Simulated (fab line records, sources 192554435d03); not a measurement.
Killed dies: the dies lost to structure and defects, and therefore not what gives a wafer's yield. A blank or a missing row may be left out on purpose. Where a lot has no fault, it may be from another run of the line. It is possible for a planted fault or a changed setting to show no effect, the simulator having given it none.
Which tool is to blame? | flow n5_finfet | at 1 step of a route of 1938, 12 lots with 36 wafers sampled

== WHAT EACH GAUGE READ, for each wafer ==
N5_BEOL_M14_CD_MEAS_17: the cd target is 250 nm.
lot  | measured     | on        | cd_nm (nm)
L075 | day 11 11:19 | cd_sem-01 | 247.6 252.9 252.0
L080 | day 12 16:09 | cd_sem-02 | 253.8 254.5 251.0
L078 | day 12 20:52 | cd_sem-01 | 250.5 250.0 253.8
L083 | day 12 23:17 | cd_sem-01 | 249.6 250.4 253.0
L081 | day 13 12:23 | cd_sem-01 | 250.1 250.2 254.7
L085 | day 14 10:38 | cd_sem-02 | 251.1 251.1 249.8
L088 | day 15 00:10 | cd_sem-02 | 253.9 249.9 252.2
L089 | day 15 16:04 | cd_sem-01 | 252.6 252.2 255.5
L090 | day 16 02:49 | cd_sem-01 | 251.8 253.8 250.2
L093 | day 16 10:04 | cd_sem-02 | 248.3 251.1 252.0
L094 | day 17 00:23 | cd_sem-02 | 252.6 253.4 251.0
L097 | day 17 13:03 | cd_sem-02 | 250.4 250.6 254.4

== TOOL THAT RAN EACH LOT (tool first, then ch and the chambers of the sampled wafers, then the start) ==
No process step before these readings appears in the record.

== THE ANSWER, worked out from the rows above alone ==
Rule: the lots themselves supply what counts as usual. The widest of any qualifying gaps counts: lots, ordered by their means at a reading, are off when they make up no more than a third of the lots, leave a main group of 4 or more, and stand apart from it by 3 or more times the standard deviation of that group's means. A main group whose means are all the same, to the digits that the tables above print for the reading, isn't used. A lot without any number at a reading at which 4 lots or more have one is off too. Where the step has rows for the other lots, those lots are counted as sound.
None of the lots is off at any reading shown; this tells nothing.

== WHAT THE SIMULATOR PUT IN ==
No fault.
